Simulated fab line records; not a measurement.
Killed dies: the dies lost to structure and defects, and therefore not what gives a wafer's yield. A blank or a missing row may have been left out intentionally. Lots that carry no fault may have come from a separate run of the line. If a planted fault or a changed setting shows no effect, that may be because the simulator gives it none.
Split-lot experiment ; flow n5 finfet ; 7 lots, 21 wafers read, on a route of 1938 steps

## ON THE SPLIT
At N5_BEOL_M8_ETCH_61 (etches SiARC in CF4, target depth 45.5 nm, time 75.8 s), the setting bias w was moved away from the recipe's 36 W on 5 of the 21 wafers read, by -10.1% to +10.1%. This setting was run at the recipe's value on the other wafers.

The split's own step is where the reading is taken.

## THE READING
rf vpp V, in V, at N5_BEOL_M8_ETCH_61 (etches SiARC in CF4, target depth 45.5 nm, time 75.8 s). On this fab line, fault-free wafers typically give 184.1 V with a standard deviation of 0.88 V.

wafer;tool, chamber at the split;bias w as run, W;against the recipe;rf vpp V, V;against lot-mates on the recipe
L074.1;rie diel-05, 0;36;recipe;183.7;-
L074.5;rie diel-05, 1;38.9;+8.1%;193.5;+9.2
L074.6;rie diel-05, 2;36;recipe;185.0;-
L075.1;rie diel-02, 3;36;recipe;186.6;-
L075.4;rie diel-02, 2;36;recipe;183.9;-
L075.5;rie diel-02, 3;36;recipe;186.2;-
L080.3;rie diel-06, 2;36;recipe;183.8;-
L080.4;rie diel-06, 3;36;recipe;183.9;-
L080.6;rie diel-06, 3;33.84;-6.0%;176.4;-7.5
L085.2;rie diel-06, 2;36;recipe;184.0;-
L085.3;rie diel-06, 1;36;recipe;183.8;-
L085.6;rie diel-06, 2;36;recipe;182.8;-
L086.1;rie diel-05, 2;36;recipe;183.6;-
L086.2;rie diel-05, 1;36;recipe;183.7;-
L086.4;rie diel-05, 0;36;recipe;185.3;-
L088.2;rie diel-06, 0;36;recipe;183.9;-
L088.4;rie diel-06, 1;39.65;+10.1%;195.4;+11.5
L088.5;rie diel-06, 0;39.65;+10.1%;196.6;+12.7
L092.3;rie diel-06, 1;36;recipe;184.6;-
L092.4;rie diel-06, 0;32.38;-10.1%;174.0;-10.3
L092.6;rie diel-06, 3;36;recipe;184.1;-

THE FIT
A straight line over all 21 wafers: rf vpp V changes by +1.13 V for each +1% of bias w; r = +0.98; the points scatter about the line by 0.98 V.
The same after taking each lot's own level away (the mean of its wafers on the recipe; 21 wafers): +1.15 V for each +1%; r = +0.99; scatter 0.75 V.
According to that fit, moving bias w by its largest amount changes the reading by 12 V.
Across the lots, their own levels run from 183.53 to 185.57 V, a range of 2.3 times the standard deviation given above.
The two slopes agree, so the slope changes little with the lot-to-lot level.
Check: +11.8 V against its lot-mates is what the line predicts for one of the wafers moved furthest among these (+10.1%) when that wafer is left out of the fit. It came out at +11.5 V against them.
Tool readings at the split's step, against how far the setting was moved: rf vpp V r = +0.98.

## OTHER SPLITS APPLIED TO THESE WAFERS
Before the reading, these wafers also passed through other splits. Each is held against what the fit with the lots' levels taken away leaves over:
other split on the same wafers;wafers away from the commonest value;r with rf vpp V (lot level and that fit taken away)
N5_BEOL_M3_COAT_73 spin rpm;4;+0.31
N5_BEOL_M4_EXPOSE_25 dose mj;5;-0.01
N5_BEOL_M5_COAT_66 spin rpm;4;-0.16
N5_BEOL_M5_COAT_22 spin rpm;4;+0.02
N5_BEOL_M7_ILD_DEP_00 time s;6;+0.00
N5_BEOL_M8_PECVD_70 temp c;5;+0.35

## FILE'S OWN FIT
rf vpp V changes by +1.13 V for each +1% of bias w, r = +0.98.
